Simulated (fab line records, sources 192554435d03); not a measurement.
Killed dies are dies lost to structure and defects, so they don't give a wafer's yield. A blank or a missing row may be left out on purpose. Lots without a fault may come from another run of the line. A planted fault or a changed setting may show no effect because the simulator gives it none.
Split-lot experiment | flow n5_finfet | 7 lots, 39 wafers read, on a route of 1938 steps

THE SPLIT
At N5_DUMMY_GATE_ETCH_42 (etches SiO2 in CHF3/O2, target depth 3.5 nm, time 31 s), the setting bias_w was moved away from the recipe's 12 W on 12 of the 39 wafers read, by -16.4% to +16.3%. The other wafers ran this setting at the recipe's value.

The reading is taken at the split's own step.

THE READING
rf_vpp_V, in V, at N5_DUMMY_GATE_ETCH_42 (etches SiO2 in CHF3/O2, target depth 3.5 nm, time 31 s). Fault-free wafers of this fab line usually give 42.5 V, standard deviation 0.79 V.

wafer  | tool, chamber at the split | bias_w as run, W | against the recipe | rf_vpp_V, V | against lot-mates on the recipe
L075.1 | rie_diel-04, 3             | 12               | recipe             | 42.5        | -
L075.2 | rie_diel-04, 2             | 12               | recipe             | 43.7        | -
L075.4 | rie_diel-04, 3             | 12               | recipe             | 44.2        | -
L081.1 | rie_diel-02, 3             | 12               | recipe             | 41.8        | -
L081.2 | rie_diel-02, 1             | 12               | recipe             | 42.2        | -
L081.3 | rie_diel-02, 0             | 12               | recipe             | 43.2        | -
L081.4 | rie_diel-02, 2             | 12               | recipe             | 41.4        | -
L081.5 | rie_diel-02, 3             | 12               | recipe             | 43.2        | -
L081.6 | rie_diel-02, 0             | 12               | recipe             | 41.4        | -
L085.1 | rie_diel-01, 1             | 12               | recipe             | 42.7        | -
L085.2 | rie_diel-01, 3             | 13.96            | +16.3%             | 47.8        | +5.4
L085.3 | rie_diel-01, 2             | 12               | recipe             | 42.7        | -
L085.4 | rie_diel-01, 0             | 13.96            | +16.3%             | 47.3        | +4.9
L085.5 | rie_diel-01, 3             | 13.96            | +16.3%             | 47.4        | +5.0
L085.6 | rie_diel-01, 0             | 12               | recipe             | 41.9        | -
L087.1 | rie_diel-04, 2             | 12               | recipe             | 42.7        | -
L087.2 | rie_diel-04, 3             | 10.77            | -10.3%             | 40.3        | -2.0
L087.3 | rie_diel-04, 0             | 10.77            | -10.3%             | 38.6        | -3.7
L087.4 | rie_diel-04, 1             | 12               | recipe             | 41.6        | -
L087.5 | rie_diel-04, 0             | 12               | recipe             | 42.7        | -
L087.6 | rie_diel-04, 3             | 10.77            | -10.3%             | 37.8        | -4.5
L089.1 | rie_diel-02, 2             | 10.03            | -16.4%             | 37.8        | -5.6
L089.2 | rie_diel-02, 0             | 12               | recipe             | 43.5        | -
L089.3 | rie_diel-02, 3             | 10.03            | -16.4%             | 36.8        | -6.6
L089.4 | rie_diel-02, 0             | 12               | recipe             | 43.1        | -
L089.5 | rie_diel-02, 3             | 10.03            | -16.4%             | 37.2        | -6.2
L089.6 | rie_diel-02, 2             | 12               | recipe             | 43.5        | -
L091.1 | rie_diel-02, 3             | 12               | recipe             | 42.2        | -
L091.2 | rie_diel-02, 2             | 13.28            | +10.7%             | 45.9        | +3.5
L091.3 | rie_diel-02, 0             | 13.28            | +10.7%             | 46.8        | +4.4
L091.4 | rie_diel-02, 1             | 12               | recipe             | 42.0        | -
L091.5 | rie_diel-02, 1             | 12               | recipe             | 43.0        | -
L091.6 | rie_diel-02, 0             | 13.28            | +10.7%             | 46.1        | +3.7
L096.1 | rie_diel-01, 3             | 12               | recipe             | 42.7        | -
L096.2 | rie_diel-01, 0             | 12               | recipe             | 42.3        | -
L096.3 | rie_diel-01, 1             | 12               | recipe             | 42.6        | -
L096.4 | rie_diel-01, 2             | 12               | recipe             | 43.4        | -
L096.5 | rie_diel-01, 1             | 12               | recipe             | 42.8        | -
L096.6 | rie_diel-01, 0             | 12               | recipe             | 43.4        | -

THE FIT
A straight line over all 39 wafers: rf_vpp_V changes by +0.324 V for each +1% of bias_w; r = +0.96; the points scatter about the line by 0.72 V.
The same after taking each lot's own level away (the mean of its wafers on the recipe; 39 wafers): +0.343 V for each +1%; r = +0.98; scatter 0.61 V.
On that fit, the largest move of bias_w shifts the reading by 5.6 V.
The lots' own levels span 42.20 to 43.47 V, that is 1.6 times the standard deviation above.
So the lot-to-lot level changes the slope little: the two slopes agree.
Check: with one of the wafers moved furthest among these (-16.4%) left out of the fit, the line predicts -5.71 V for it against its lot-mates. It came out at -5.57 V against them.
Tool readings at the split's step, against how far the setting was moved: rf_vpp_V r = +0.96.

OTHER SPLITS ON THESE WAFERS
These wafers also went through other splits before the reading. Each is held against what the fit with the lots' levels taken away leaves over:
other split on the same wafers       | wafers away from the commonest value | r with rf_vpp_V (lot level and that fit taken away)
N5_WELL_APT_EXPOSE_22 dose_mj        | 15                                   | +0.02
N5_DUMMY_GATE_EXPOSE_12 dose_mj      | 12                                   | -0.33
N5_DUMMY_GATE_ETCH_31 target_depth_a | 15                                   | +0.08

THE FILE'S OWN FIT
rf_vpp_V changes by +0.344 V for each +1% of bias_w, r = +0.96.
